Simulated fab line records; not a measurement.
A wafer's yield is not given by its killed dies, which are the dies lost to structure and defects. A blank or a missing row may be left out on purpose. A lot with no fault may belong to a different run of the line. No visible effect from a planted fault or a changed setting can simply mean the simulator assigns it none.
The tool behind it: which one? :: flow n5 finfet :: 9 lots with 27 wafers sampled at 3 steps, on a route of 1938 steps

WHAT THE GAUGES READ, wafer by wafer
N5_SD_ACTIVATION_RS_MEAS_03: measures by four-point-probe.
lot: L644
measured: day 3 10:36
on: film metro-01
RS_SD_N (ohm/sq): 22.5 22.3 22.1

lot: L645
measured: day 3 16:04
on: film metro-01
RS_SD_N (ohm/sq): 22.3 22.2 21.9

lot: L647
measured: day 4 07:16
on: film metro-02
RS_SD_N (ohm/sq): 21.7 21.6 21.9

lot: L648
measured: day 4 10:19
on: film metro-02
RS_SD_N (ohm/sq): 22.0 22.0 21.9

lot: L658
measured: day 6 21:54
on: film metro-02
RS_SD_N (ohm/sq): 18.5 18.4 18.2

lot: L660
measured: day 7 15:47
on: film metro-02
RS_SD_N (ohm/sq): 18.5 18.5 18.6

lot: L661
measured: day 7 18:31
on: film metro-01
RS_SD_N (ohm/sq): 21.7 21.9 22.3

lot: L665
measured: day 8 15:41
on: film metro-01
RS_SD_N (ohm/sq): 21.5 21.7 22.1

lot: L667
measured: day 9 03:52
on: film metro-02
RS_SD_N (ohm/sq): 22.3 22.1 22.0

WHICH TOOL RAN EACH LOT (tool, then ch and the chambers of the sampled wafers, then the start)
lot: L644
N5_SD_EPI_N_VAPOR_ETCH_50: epi rpcvd-02 ch 0, day 3 01:46
N5_SD_ACTIVATION_LSA_01: laser anneal-01 ch 0, day 3 10:24

lot: L645
N5_SD_EPI_N_VAPOR_ETCH_50: epi rpcvd-04 ch 0, day 3 08:53
N5_SD_ACTIVATION_LSA_01: laser anneal-02 ch 0, day 3 15:52

lot: L647
N5_SD_EPI_N_VAPOR_ETCH_50: epi rpcvd-01 ch 0, day 3 23:35
N5_SD_ACTIVATION_LSA_01: laser anneal-02 ch 0, day 4 07:05

lot: L648
N5_SD_EPI_N_VAPOR_ETCH_50: epi rpcvd-02 ch 0, day 4 03:17
N5_SD_ACTIVATION_LSA_01: laser anneal-01 ch 0, day 4 10:08

lot: L658
N5_SD_EPI_N_VAPOR_ETCH_50: epi rpcvd-01 ch 0, day 6 13:55
N5_SD_ACTIVATION_LSA_01: laser anneal-01 ch 0, day 6 21:42

lot: L660
N5_SD_EPI_N_VAPOR_ETCH_50: epi rpcvd-01 ch 0, day 7 08:25
N5_SD_ACTIVATION_LSA_01: laser anneal-01 ch 0, day 7 15:35

lot: L661
N5_SD_EPI_N_VAPOR_ETCH_50: epi rpcvd-02 ch 0, day 7 08:37
N5_SD_ACTIVATION_LSA_01: laser anneal-02 ch 0, day 7 18:19

lot: L665
N5_SD_EPI_N_VAPOR_ETCH_50: epi rpcvd-02 ch 0, day 8 08:12
N5_SD_ACTIVATION_LSA_01: laser anneal-02 ch 0, day 8 15:28

lot: L667
N5_SD_EPI_N_VAPOR_ETCH_50: epi rpcvd-02 ch 0, day 8 20:44
N5_SD_ACTIVATION_LSA_01: laser anneal-02 ch 0, day 9 03:40
- N5_SD_EPI_N_VAPOR_ETCH_50: etches Si in HCl, time 54 s.
- N5_SD_ACTIVATION_LSA_01: time 0.0008 s.

THE ANSWER, worked out from the rows above alone
Rule: the lots themselves supply what counts as usual. Put in order of their means at a reading, lots are off if they are a third of the lots or fewer, leave a main group of 4 or more, and stand apart from it by a gap of 3 or more times the standard deviation of the main group's means; of several such gaps the widest counts. The tables above print the reading to a certain number of digits; a main group whose means all agree to those digits is not used. A lot without any number at a reading at which 4 lots or more have one is off too. The other lots that the step has rows for count as sound.
Off: at N5_SD_ACTIVATION_RS_MEAS_03 (RS_SD_N), L658, L660. Mean 22.0 ohm/sq and standard deviation 0.19 in the main group.
If a tool, at a process step before that reading, ran all the lots that are off and no sound lot after the first of them, it fits. The gauges at N5_SD_ACTIVATION_RS_MEAS_03 are tried like those tools. This does not decide it: 2 tools fit, namely epi rpcvd-01 at N5_SD_EPI_N_VAPOR_ETCH_50 and laser anneal-01 at N5_SD_ACTIVATION_LSA_01.

WHAT HAD BEEN PUT IN BY THE SIMULATOR
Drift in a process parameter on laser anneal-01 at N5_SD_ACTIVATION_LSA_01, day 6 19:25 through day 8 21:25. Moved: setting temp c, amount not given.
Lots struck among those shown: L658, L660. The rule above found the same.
